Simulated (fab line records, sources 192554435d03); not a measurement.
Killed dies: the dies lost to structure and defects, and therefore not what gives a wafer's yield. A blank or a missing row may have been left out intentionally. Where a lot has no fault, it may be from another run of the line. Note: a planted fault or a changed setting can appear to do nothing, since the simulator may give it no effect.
Matching of chambers || flow n5-finfet || rie-diel-02 running N5_BEOL_M9_ETCH_62: 4 sister chambers
The step etches SOC in N2/H2, target depth 110 nm, overetch 22 nm, time 165 s. 22 wafers are shown with their chamber, then 11 later ones without.

== EACH WAFER AND ITS CHAMBER ==
{"wafer": "L076.1", "chamber": 1, "drypump-motor-current-A (A)": 6.0, "showerhead-plenum-p-Torr (Torr)": 2.42, "throttle-valve-pct (%)": 17.46}
{"wafer": "L076.2", "chamber": 3, "drypump-motor-current-A (A)": 5.5, "showerhead-plenum-p-Torr (Torr)": 2.66, "throttle-valve-pct (%)": 18.03}
{"wafer": "L076.4", "chamber": 0, "drypump-motor-current-A (A)": 5.1, "showerhead-plenum-p-Torr (Torr)": 2.51, "throttle-valve-pct (%)": 17.66}
{"wafer": "L078.2", "chamber": 1, "drypump-motor-current-A (A)": 6.0, "showerhead-plenum-p-Torr (Torr)": 2.42, "throttle-valve-pct (%)": 17.48}
{"wafer": "L078.3", "chamber": 0, "drypump-motor-current-A (A)": 5.1, "showerhead-plenum-p-Torr (Torr)": 2.51, "throttle-valve-pct (%)": 17.68}
{"wafer": "L078.5", "chamber": 1, "drypump-motor-current-A (A)": 6.0, "showerhead-plenum-p-Torr (Torr)": 2.42, "throttle-valve-pct (%)": 17.48}
{"wafer": "L084.2", "chamber": 0, "drypump-motor-current-A (A)": 5.1, "showerhead-plenum-p-Torr (Torr)": 2.50, "throttle-valve-pct (%)": 17.68}
{"wafer": "L084.4", "chamber": 3, "drypump-motor-current-A (A)": 5.5, "showerhead-plenum-p-Torr (Torr)": 2.65, "throttle-valve-pct (%)": 18.06}
{"wafer": "L084.5", "chamber": 2, "drypump-motor-current-A (A)": 5.9, "showerhead-plenum-p-Torr (Torr)": 2.50, "throttle-valve-pct (%)": 17.96}
{"wafer": "L089.3", "chamber": 0, "drypump-motor-current-A (A)": 5.1, "showerhead-plenum-p-Torr (Torr)": 2.50, "throttle-valve-pct (%)": 17.72}
{"wafer": "L089.4", "chamber": 1, "drypump-motor-current-A (A)": 6.1, "showerhead-plenum-p-Torr (Torr)": 2.41, "throttle-valve-pct (%)": 17.53}
{"wafer": "L089.6", "chamber": 1, "drypump-motor-current-A (A)": 6.0, "showerhead-plenum-p-Torr (Torr)": 2.41, "throttle-valve-pct (%)": 17.51}
{"wafer": "L090.4", "chamber": 2, "drypump-motor-current-A (A)": 5.9, "showerhead-plenum-p-Torr (Torr)": 2.49, "throttle-valve-pct (%)": 17.98}
{"wafer": "L090.5", "chamber": 3, "drypump-motor-current-A (A)": 5.5, "showerhead-plenum-p-Torr (Torr)": 2.65, "throttle-valve-pct (%)": 18.10}
{"wafer": "L090.6", "chamber": 0, "drypump-motor-current-A (A)": 5.1, "showerhead-plenum-p-Torr (Torr)": 2.50, "throttle-valve-pct (%)": 17.72}
{"wafer": "L093.1", "chamber": 3, "drypump-motor-current-A (A)": 5.5, "showerhead-plenum-p-Torr (Torr)": 2.65, "throttle-valve-pct (%)": 18.12}
{"wafer": "L093.2", "chamber": 0, "drypump-motor-current-A (A)": 5.0, "showerhead-plenum-p-Torr (Torr)": 2.50, "throttle-valve-pct (%)": 17.72}
{"wafer": "L093.3", "chamber": 1, "drypump-motor-current-A (A)": 6.0, "showerhead-plenum-p-Torr (Torr)": 2.40, "throttle-valve-pct (%)": 17.53}
{"wafer": "L093.4", "chamber": 2, "drypump-motor-current-A (A)": 5.9, "showerhead-plenum-p-Torr (Torr)": 2.49, "throttle-valve-pct (%)": 17.98}
{"wafer": "L093.5", "chamber": 1, "drypump-motor-current-A (A)": 6.0, "showerhead-plenum-p-Torr (Torr)": 2.41, "throttle-valve-pct (%)": 17.52}
{"wafer": "L093.6", "chamber": 0, "drypump-motor-current-A (A)": 5.0, "showerhead-plenum-p-Torr (Torr)": 2.50, "throttle-valve-pct (%)": 17.73}
{"wafer": "L094.1", "chamber": 0, "drypump-motor-current-A (A)": 5.0, "showerhead-plenum-p-Torr (Torr)": 2.50, "throttle-valve-pct (%)": 17.73}

SIGNATURES, as means of the wafers listed above
{"reading": "drypump-motor-current-A", "chamber 0": 5.062, "chamber 1": 6.014, "chamber 2": 5.900, "chamber 3": 5.500, "scatter within a chamber": 0.039}
{"reading": "showerhead-plenum-p-Torr", "chamber 0": 2.5025, "chamber 1": 2.4129, "chamber 2": 2.4933, "chamber 3": 2.6525, "scatter within a chamber": 0.00594}
{"reading": "throttle-valve-pct", "chamber 0": 17.7050, "chamber 1": 17.5014, "chamber 2": 17.9733, "chamber 3": 18.0775, "scatter within a chamber": 0.0289}
Rule: a wafer lies at a distance from a chamber equal to the root of the sum of squares, over the readings, of (its reading less the chamber's mean, divided by the reading's scatter). If the next closest chamber is less than 2 further off than the closest, the wafer can't be placed; otherwise it belongs to the closest. The scatter: the root of (the sum of the squares of (reading less its chamber's mean) over the shown wafers, divided by (wafers less chambers)).

== WAFERS WHOSE CHAMBER IS MISSING ==
{"wafer": "L094.2", "drypump-motor-current-A (A)": 5.5, "showerhead-plenum-p-Torr (Torr)": 2.64, "throttle-valve-pct (%)": 18.10}
{"wafer": "L094.3", "drypump-motor-current-A (A)": 6.0, "showerhead-plenum-p-Torr (Torr)": 2.40, "throttle-valve-pct (%)": 17.52}
{"wafer": "L094.4", "drypump-motor-current-A (A)": 5.9, "showerhead-plenum-p-Torr (Torr)": 2.49, "throttle-valve-pct (%)": 18.00}
{"wafer": "L094.5", "drypump-motor-current-A (A)": 5.0, "showerhead-plenum-p-Torr (Torr)": 2.50, "throttle-valve-pct (%)": 17.72}
{"wafer": "L094.6", "drypump-motor-current-A (A)": 5.5, "showerhead-plenum-p-Torr (Torr)": 2.64, "throttle-valve-pct (%)": 18.10}
{"wafer": "L095.1", "drypump-motor-current-A (A)": 5.0, "showerhead-plenum-p-Torr (Torr)": 2.49, "throttle-valve-pct (%)": 17.72}
{"wafer": "L095.3", "drypump-motor-current-A (A)": 5.9, "showerhead-plenum-p-Torr (Torr)": 2.49, "throttle-valve-pct (%)": 18.00}
{"wafer": "L095.5", "drypump-motor-current-A (A)": 6.0, "showerhead-plenum-p-Torr (Torr)": 2.40, "throttle-valve-pct (%)": 17.54}
{"wafer": "L097.2", "drypump-motor-current-A (A)": 5.5, "showerhead-plenum-p-Torr (Torr)": 2.64, "throttle-valve-pct (%)": 18.14}
{"wafer": "L097.3", "drypump-motor-current-A (A)": 5.9, "showerhead-plenum-p-Torr (Torr)": 2.49, "throttle-valve-pct (%)": 18.02}
{"wafer": "L097.4", "drypump-motor-current-A (A)": 6.0, "showerhead-plenum-p-Torr (Torr)": 2.40, "throttle-valve-pct (%)": 17.53}

== WHICH CHAMBER EACH ONE RAN IN ==
{"wafer": "L094.2", "from the rows above": 3, "in truth": 3}
{"wafer": "L094.3", "from the rows above": 1, "in truth": 1}
{"wafer": "L094.4", "from the rows above": 2, "in truth": 2}
{"wafer": "L094.5", "from the rows above": 0, "in truth": 0}
{"wafer": "L094.6", "from the rows above": 3, "in truth": 3}
{"wafer": "L095.1", "from the rows above": 0, "in truth": 0}
{"wafer": "L095.3", "from the rows above": 2, "in truth": 2}
{"wafer": "L095.5", "from the rows above": 1, "in truth": 1}
{"wafer": "L097.2", "from the rows above": 3, "in truth": 3}
{"wafer": "L097.3", "from the rows above": 2, "in truth": 2}
{"wafer": "L097.4", "from the rows above": 1, "in truth": 1}
Placed correctly: 11 of 11. Left unplaced by these rows: 0. Placed wrongly: 0.
